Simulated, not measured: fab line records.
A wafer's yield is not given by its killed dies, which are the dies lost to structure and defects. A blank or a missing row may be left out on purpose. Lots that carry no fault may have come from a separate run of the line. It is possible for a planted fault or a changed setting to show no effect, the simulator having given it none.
fab line records    flow n5-finfet
[record] lots = 7  wafers = 21
route steps=1938 shown BEOL_M7@1305 BEOL_M8@1377 BEOL_M9@1428 BEOL_M10@1476
start-h: start of the lot's first displayed wafer, in hours after the record's first day    wait-h: time in hours since the lot's previous step    " same as the row above    L1.1+2: several wafers, shown together as one row    - value missing, or start not given    * or withheld: withheld    < > ~ a bound
route shown NAME@n: NAME is a module with steps in the file, n the number in the route of the first one    usual: mean/standard deviation taken from wafers without a fault    same: alike in all rows    chamber/n: place in a boat    sites: each site's reading    _std_site: standard deviation across them    _edge_site: inner sites' mean taken away from outer sites' mean    radius-mm: for every site, how far away it sits from the centre of the wafer    mask NAME#n: copy n    behind: the most recent tool/chamber to have shaped the wafer    hold: why the lot was held/for how many hours/how that ended    device: transistor that didn't switch, given as n, p or np    end of line: tests of these same wafers at the route's end    a step with no rows: only its recipe    killed: dies that structure and defects cost at the first sort, which is not the same as the wafer's yield    map: a wafer's dies, marking killed ones x, the rest . and places with no die _
set.NAME: the run value of the setting; set.NAME@STEP: its run value at that earlier step    model.NAME: the simulator's own value behind a step, which no gauge read
one table per step and one row per wafer, for lots whose settings were changed on purpose
[[steps]]
[step N5_BEOL_M7_VIA_ETCH_34]
[recipe] chemistry = C4F6/O2  target = SiCOH_lowk  target-depth-a = 1255  mask-material = SOC  taper-deg = 4  time-s = 50.5  ion-energy-ev = 250  pressure-mtorr = 30  source-w = 345  bias-w = 185  Ar_flow_sccm = 300  C4F6_flow_sccm = 10  O2_flow_sccm = 10
[usual] rf-vpp-V = 667/6.3
lot.wafer  tool         chamber  start-h  wait-h  set.source-w  rf-vpp-V
L074.1     rie-diel-02  3        219.90   0.0     345           668
L074.3     "            2        "        "       328.2         682
L074.4     "            1        "        "       345           663
L076.1     rie-diel-02  0        240.57   0.0     345           672
L076.2     "            2        "        "       345           665
L076.5     "            2        "        "       345           666
L077.1     rie-diel-01  0        242.49   0.0     345           670
L077.4     "            3        "        "       292.6         725
L077.5     "            0        "        "       292.6         731
L079.2     rie-diel-04  2        247.22   0.0     345           667
L079.3     "            0        "        "       345           679
L079.6     "            2        "        "       345           668
L084.1     rie-diel-01  2        289.94   0.0     345           656
L084.3     "            0        "        "       345           671
L084.4     "            3        "        "       345           666
L090.1     rie-diel-04  2        356.58   0.0     345           666
L090.2     "            0        "        "       345           679
L090.6     "            1        "        "       345           671
L091.1     rie-diel-01  1        371.90   0.0     345           673
L091.3     "            2        "        "       363.6         637
L091.6     "            3        "        "       363.6         648
[step N5_BEOL_M7_TRENCH_ETCH_37]
[recipe] chemistry = C4F6/O2  target-depth-a = 934.78  target = SiCOH_lowk  time-s = 31.2  ion-energy-ev = 250  pressure-mtorr = 30  source-w = 345  bias-w = 185  Ar_flow_sccm = 300  C4F6_flow_sccm = 10  O2_flow_sccm = 10
lot.wafer  tool         chamber  start-h  wait-h  set.time-s  model.etch.depth-nm  model.BEOL_M7.feature-depth-nm  model.TiN_of_BEOL_M7_HM_DEP_02.thk-nm
L074.1     rie-diel-02  3        -        -       31.2        92.87                92.8                            17.4
L074.3     "            2        "        "       34.73       104.9                104.8                           17.2
L074.4     "            1        "        "       34.73       102.5                102.6                           17.2
L076.1     rie-diel-02  0        -        -       31.2        91.3                 91.2                            17.4
L076.2     "            2        "        "       31.2        93.23                93.2                            17.2
L076.5     "            2        "        "       31.2        92.84                92.8                            17.2
L077.1     rie-diel-01  0        -        -       37.13       109.8                109.8                           16.8
L077.4     "            3        "        "       37.13       108.7                108.8                           16.8
L077.5     "            0        "        "       31.2        92.96                93                              17.2
L079.2     rie-diel-04  2        -        -       31.2        92.74                92.8                            17.4
L079.3     "            0        "        "       31.2        94.36                94.4                            17.2
L079.6     "            2        "        "       27.52       81.07                81                              17.6
L084.1     rie-diel-01  2        -        -       31.2        92.34                92.4                            17.4
L084.3     "            0        "        "       31.2        93.61                93.6                            17.4
L084.4     "            3        "        "       31.2        91.86                91.8                            17.2
L090.1     rie-diel-04  2        -        -       31.2        91.01                91                              17.2
L090.2     "            0        "        "       34.83       105.2                105.2                           16.8
L090.6     "            1        "        "       34.83       104.8                104.8                           16.8
L091.1     rie-diel-01  1        -        -       31.2        95                   95                              17.4
L091.3     "            2        "        "       31.2        92.98                93                              17.4
L091.6     "            3        "        "       35.68       106                  106                             17
[step N5_BEOL_M7_ETCH_41]
[recipe] chemistry = CH3F/O2  target = SiCN  target-depth-a = 319  taper-deg = 2  time-s = 57.8  ion-energy-ev = 120  mask-material = TiN  pressure-mtorr = 30  source-w = 395  bias-w = 75  Ar_flow_sccm = 150  CH3F_flow_sccm = 30  O2_flow_sccm = 20
[step N5_BEOL_M7_STRIP_80]
[recipe] chemistry = N2/H2  time-s = 10  power-w = 450  temp-c = 40  pressure-mtorr = 20  rf-frequency-hz = 6e+07  bias-power-w = 7  n2-flow-sccm = 200  h2-flow-sccm = 200
[step N5_BEOL_M7_OCD_MEAS_38]
[usual] trench-depth-nm = 92.8/1
lot.wafer  tool    chamber  start-h  wait-h  set.time-s@BEOL_M7_TRENCH_ETCH_37  trench-depth-nm
L074.1     ocd-01  -        220.15   -       31.2                               92.9
L074.3     "       -        "        "       34.73                              105.1
L074.4     "       -        "        "       34.73                              102.6
L076.1     ocd-02  -        240.82   -       31.2                               91.8
L076.2     "       -        "        "       31.2                               93.6
L076.5     "       -        "        "       31.2                               92.8
L077.1     ocd-02  -        242.74   -       37.13                              109.4
L077.4     "       -        "        "       37.13                              108.8
L077.5     "       -        "        "       31.2                               92.7
L079.2     ocd-01  -        247.47   -       31.2                               92.6
L079.3     "       -        "        "       31.2                               94.2
L079.6     "       -        "        "       27.52                              81.3
L084.1     ocd-01  -        290.19   -       31.2                               92.1
L084.3     "       -        "        "       31.2                               93.9
L084.4     "       -        "        "       31.2                               92.0
L090.1     ocd-01  -        356.83   -       31.2                               91.1
L090.2     "       -        "        "       34.83                              105.2
L090.6     "       -        "        "       34.83                              104.7
L091.1     ocd-02  -        372.14   -       31.2                               95.4
L091.3     "       -        "        "       31.2                               92.7
L091.6     "       -        "        "       35.68                              105.9
[step N5_BEOL_M7_HM_STRIP_39]
[recipe] chemistry = peroxide-tin-strip  material = TiN  target-depth-a = 250  temp-c = 50  time-s = 158
[step N5_BEOL_M7_SRD_40]
[recipe] time-s = 30  temp-c = 23  rinse-liquid = diw  dry = ipa-marangoni
[step N5_BEOL_M7_ECD_50]
[recipe] material = Cu  target-thk-a = 3000
[step N5_BEOL_M7_ANNEAL_51]
[recipe] temp-c = 225  time-s = 90  ambient = N2
[step N5_BEOL_M7_CMP_52]
[recipe] stop-on = SiCOH_lowk  t-overpolish-s = 6.9  down-force-psi = 1  platen-rpm = 50  clearing-platen-down-force-psi = 1.5  clearing-platen-rpm = 50  post-cmp-clean = cu-alkaline  target-thk-nm = 80  clearing-platen-pad-velocity-m-s = 0.99484  pad-velocity-m-s = 0.99484
lot.wafer  tool    chamber  start-h  wait-h  set.time-s@BEOL_M7_TRENCH_ETCH_37  model.Cu_of_BEOL_M7_ECD_50.thk-nm
L074.3     cmp-03  3        224.86   0.2     34.73                              92.8
L074.1     "       0        "        "       31.2                               79.4
L074.4     "       1        "        "       34.73                              88.2
L076.1     cmp-03  1        244.21   0.3     31.2                               77
L076.2     "       2        "        "       31.2                               78.6
L076.5     "       0        "        "       31.2                               78.8
L077.1     cmp-01  0        245.33   0.3     37.13                              94.4
L077.4     "       2        "        "       37.13                              94.6
L077.5     "       3        "        "       31.2                               79
L079.2     cmp-02  3        251.12   0.2     31.2                               78.8
L079.3     "       1        "        "       31.2                               80
L079.6     "       3        "        "       27.52                              67.8
L084.3     cmp-01  2        292.60   0.2     31.2                               78.4
L084.1     "       3        "        "       31.2                               77.8
L084.4     "       1        "        "       31.2                               76.8
L090.2+6   cmp-02  2        361.21   0.2     34.83                              90.6
L090.1     "       3        "        "       31.2                               77.6
L091.1     cmp-01  1        377.99   0.3     31.2                               80.8
L091.3     "       3        "        "       31.2                               79.2
L091.6     "       1        "        "       35.68                              92.4
[step N5_BEOL_M7_THK_MEAS_53]
[recipe] thk-meas-gauge = xrf  reads = Cu_of_BEOL_M7_ECD_50
[usual] M7_THK = 79.2/1.6
lot.wafer  tool           chamber  start-h  wait-h  set.time-s@BEOL_M7_TRENCH_ETCH_37  M7_THK[nm]
L074.1     film-metro-01  -        225.12   -       31.2                               78.8
L074.3     "              -        "        "       34.73                              92.1
L074.4     "              -        "        "       34.73                              87.7
L076.1     film-metro-01  -        244.46   -       31.2                               77.1
L076.2     "              -        "        "       31.2                               78.8
L076.5     "              -        "        "       31.2                               79.3
L077.1     film-metro-02  -        245.58   -       37.13                              94.6
L077.4     "              -        "        "       37.13                              94.3
L077.5     "              -        "        "       31.2                               78.7
L079.2     film-metro-01  -        251.38   -       31.2                               78.9
L079.3     "              -        "        "       31.2                               79.7
L079.6     "              -        "        "       27.52                              67.9
L084.1     film-metro-01  -        292.90   -       31.2                               77.7
L084.3     "              -        "        "       31.2                               78.4
L084.4     "              -        "        "       31.2                               76.6
L090.1     film-metro-01  -        361.51   -       31.2                               77.5
L090.2     "              -        "        "       34.83                              90.4
L090.6     "              -        "        "       34.83                              90.1
L091.1     film-metro-02  -        378.28   -       31.2                               82.0
L091.3     "              -        "        "       31.2                               80.5
L091.6     "              -        "        "       35.68                              94.4
[step N5_BEOL_M7_PRE_CLEAN_55]
[recipe] gas = NH3  time-s = 15  temp-c = withheld  rf-power-w = 300
[step N5_BEOL_M7_DEP_56]
[recipe] material = SiCN  target-thk-a = 100  temp-c = withheld  precursor = 3MS/NH3  pressure-torr = 3  rf-w = 202  time-s = 17.5
[step N5_BEOL_M7_RS_MEAS_57]
[recipe] thk-meas-gauge = four-point-probe  reads = Cu_of_BEOL_M7_ECD_50+Co_of_BEOL_M7_CVD_78+TaN_of_BEOL_M7_ALD_77
[usual] M7_RS = 0.290/0.0061
lot.wafer  tool           chamber  start-h  wait-h  set.time-s@BEOL_M7_TRENCH_ETCH_37  M7_RS[ohm/sq]
L074.1     film-metro-02  -        225.25   0.1     31.2                               0.288
L074.3     "              -        "        "       34.73                              0.241
L074.4     "              -        "        "       34.73                              0.254
L076.1     film-metro-01  -        244.59   0.1     31.2                               0.299
L076.2     "              -        "        "       31.2                               0.292
L076.5     "              -        "        "       31.2                               0.291
L077.1     film-metro-02  -        245.72   0.1     37.13                              0.235
L077.4     "              -        "        "       37.13                              0.235
L077.5     "              -        "        "       31.2                               0.290
L079.2     film-metro-01  -        251.51   0.1     31.2                               0.291
L079.3     "              -        "        "       31.2                               0.285
L079.6     "              -        "        "       27.52                              0.347
L084.1     film-metro-02  -        293.03   0.1     31.2                               0.295
L084.3     "              -        "        "       31.2                               0.292
L084.4     "              -        "        "       31.2                               0.299
L090.1     film-metro-02  -        361.64   0.1     31.2                               0.295
L090.2     "              -        "        "       34.83                              0.247
L090.6     "              -        "        "       34.83                              0.247
L091.1     film-metro-01  -        378.44   0.1     31.2                               0.283
L091.3     "              -        "        "       31.2                               0.290
L091.6     "              -        "        "       35.68                              0.242
[step N5_BEOL_M8_TRENCH_ETCH_37]
[recipe] chemistry = C4F6/O2  target-depth-a = 934.78  target = SiCOH_lowk  time-s = 31.2  ion-energy-ev = 250  pressure-mtorr = 30  source-w = 345  bias-w = 185  Ar_flow_sccm = 300  C4F6_flow_sccm = 10  O2_flow_sccm = 10
[usual] rf-vpp-V = 668/5
lot.wafer  tool         chamber  start-h  wait-h  set.source-w  rf-vpp-V
L074.1     rie-diel-05  3        -        -       320.3         695
L074.3     "            1        "        "       345           670
L074.4     "            2        "        "       320.3         701
L077.1     rie-diel-03  2        -        -       284.2         726
L077.4     "            1        "        "       345           674
L077.5     "            1        "        "       284.2         744
L076.1     rie-diel-03  3        -        -       345           666
L076.2     "            0        "        "       345           667
L076.5     "            0        "        "       345           667
L079.2     rie-diel-03  0        -        -       345           667
L079.3     "            3        "        "       345           667
L079.6     "            2        "        "       386.4         622
L084.1     rie-diel-05  1        -        -       345           672
L084.3     "            2        "        "       345           674
L084.4     "            1        "        "       345           670
L090.1     rie-diel-06  2        -        -       345           672
L090.2     "            3        "        "       345           672
L090.6     "            1        "        "       345           667
L091.1     rie-diel-05  3        -        -       345           668
L091.3     "            0        "        "       345           661
L091.6     "            1        "        "       345           670
[step N5_BEOL_M9_COAT_22]
[recipe] resist = CAR-EUV  spin-rpm = 1500  resist-thk-nm = 30
lot.wafer   tool            chamber  start-h  wait-h  set.spin-rpm  model.CAR-EUV_of_BEOL_M9_COAT_22.thk-nm
L074.1      litho-track-01  0        -        -       1500          30
L074.3+4    "               0        "        "       1608          29
L077.1+4+5  litho-track-03  0        -        -       1500          30
L076.1+2    litho-track-01  0        -        -       1500          30
L076.5      "               0        "        "       1500          30.2
L079.2+3+6  litho-track-03  0        -        -       1500          30.2
L084.1      litho-track-02  0        -        -       1500          30
L084.3      "               0        "        "       1500          29.8
L084.4      "               0        "        "       1413          30.8
L090.1+2    litho-track-03  0        -        -       1500          30
L090.6      "               0        "        "       1624          28.8
L091.1+3    litho-track-02  0        -        -       1500          29.8
L091.6      "               0        "        "       1437          30.4
[step N5_BEOL_M9_EBR_24]
[recipe] solvent = PGMEA  ebr-width-mm = 1.5
[step N5_BEOL_M9_SOFTBAKE_23]
[recipe] temp-c = 110  time-s = 60  resist = CAR-EUV
[step N5_BEOL_M9_EXPOSE_25]
[recipe] mask-id = V8  na = 0.33  source-shape = annular  sigma-inner = 0.4  sigma-outer = 0.8  polarization = unpolarized  dose-mj = 37.25
[step N5_BEOL_M9_PEB_26]
[recipe] peb-temp-c = 100  peb-time-s = 60  resist = CAR-EUV
[step N5_BEOL_M9_DEVELOP_27]
[recipe] develop-time-s = 30  developer = TMAH  resist = CAR-EUV  rinse-liquid = surfactant-rinse  dry = air-spin  dev-temp-c = 23
lot.wafer   tool            chamber  start-h  wait-h  set.spin-rpm@BEOL_M9_COAT_22  model.CAR-EUV_of_BEOL_M9_COAT_22.thk-nm
L074.1      litho-track-03  0        -        -       1500                          29.6
L074.3+4    "               0        "        "       1608                          28.6
L077.1+5    litho-track-03  0        -        -       1500                          29.6
L077.4      "               0        "        "       1500                          29.4
L076.1+2+5  litho-track-02  0        -        -       1500                          29.6
L079.2+3    litho-track-02  0        -        -       1500                          29.6
L079.6      "               0        "        "       1500                          29.8
L084.1+3    litho-track-01  0        -        -       1500                          29.4
L084.4      "               0        "        "       1413                          30.4
L090.1      litho-track-03  0        -        -       1500                          29.4
L090.2      "               0        "        "       1500                          29.6
L090.6      "               0        "        "       1624                          28.2
L091.1+3    litho-track-02  0        -        -       1500                          29.4
L091.6      "               0        "        "       1437                          30
[step N5_BEOL_M10_COAT_60]
[recipe] resist = SiARC  temp-c = 220  time-s = 60  spin-rpm = 1500  resist-thk-nm = 30
lot.wafer  tool            chamber  start-h  wait-h  set.spin-rpm  model.SiARC_of_BEOL_M10_COAT_60.thk-nm
L074.1+3   litho-track-03  0        -        -       1419          30.8
L074.4     "               0        "        "       1500          30.2
L077.1+4   litho-track-05  0        -        -       1448          30.6
L077.5     "               0        "        "       1500          30
L076.1     litho-track-03  0        -        -       1500          30.2
L076.2+5   "               0        "        "       1500          30
L079.2     litho-track-03  0        -        -       1342          31.6
L079.3+6   "               0        "        "       1500          30
L084.1+3   litho-track-05  0        -        -       1622          28.8
L084.4     "               0        "        "       1500          30
L090.1     litho-track-03  0        -        -       1584          29
L090.2     "               0        "        "       1500          29.8
L090.6     "               0        "        "       1500          30
L091.1     litho-track-03  0        -        -       1628          28.6
L091.3+6   "               0        "        "       1628          28.8
[[key]]
[split] step = N5_BEOL_M7_VIA_ETCH_34  setting = source-w  stated = 345  by = wafer
[response] step = N5_BEOL_M7_VIA_ETCH_34  reading = rf-vpp-V  change = -3.95  per = 1%  r = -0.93
[split] step = N5_BEOL_M7_TRENCH_ETCH_37  setting = time-s  stated = 31.2  by = wafer
[response] step = N5_BEOL_M7_TRENCH_ETCH_37  reading = model.etch.depth-nm  change = +0.944  per = 1%  r = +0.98
[response] step = N5_BEOL_M7_TRENCH_ETCH_37  reading = model.BEOL_M7.feature-depth-nm  change = +0.945  per = 1%  r = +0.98
[response] step = N5_BEOL_M7_TRENCH_ETCH_37  reading = model.TiN_of_BEOL_M7_HM_DEP_02.thk-nm  change = -0.0245  per = 1%  r = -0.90
[response] step = N5_BEOL_M7_OCD_MEAS_38  reading = trench-depth-nm  change = +0.939  per = 1%  r = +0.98
[response] step = N5_BEOL_M7_CMP_52  reading = model.Cu_of_BEOL_M7_ECD_50.thk-nm  change = +0.914  per = 1%  r = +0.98
[response] step = N5_BEOL_M7_THK_MEAS_53  reading = M7_THK  change = +0.924  per = 1%  r = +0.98
[response] step = N5_BEOL_M7_RS_MEAS_57  reading = M7_RS  change = -0.0035  per = 1%  r = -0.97
[split] step = N5_BEOL_M8_TRENCH_ETCH_37  setting = source-w  stated = 345  by = wafer
[response] step = N5_BEOL_M8_TRENCH_ETCH_37  reading = rf-vpp-V  change = -3.61  per = 1%  r = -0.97
[split] step = N5_BEOL_M9_COAT_22  setting = spin-rpm  stated = 1500  by = wafer
[response] step = N5_BEOL_M9_COAT_22  reading = model.CAR-EUV_of_BEOL_M9_COAT_22.thk-nm  change = -0.145  per = 1%  r = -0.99
[response] step = N5_BEOL_M9_DEVELOP_27  reading = model.CAR-EUV_of_BEOL_M9_COAT_22.thk-nm  change = -0.153  per = 1%  r = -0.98
[split] step = N5_BEOL_M10_COAT_60  setting = spin-rpm  stated = 1500  by = wafer
[response] step = N5_BEOL_M10_COAT_60  reading = model.SiARC_of_BEOL_M10_COAT_60.thk-nm  change = -0.148  per = 1%  r = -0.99
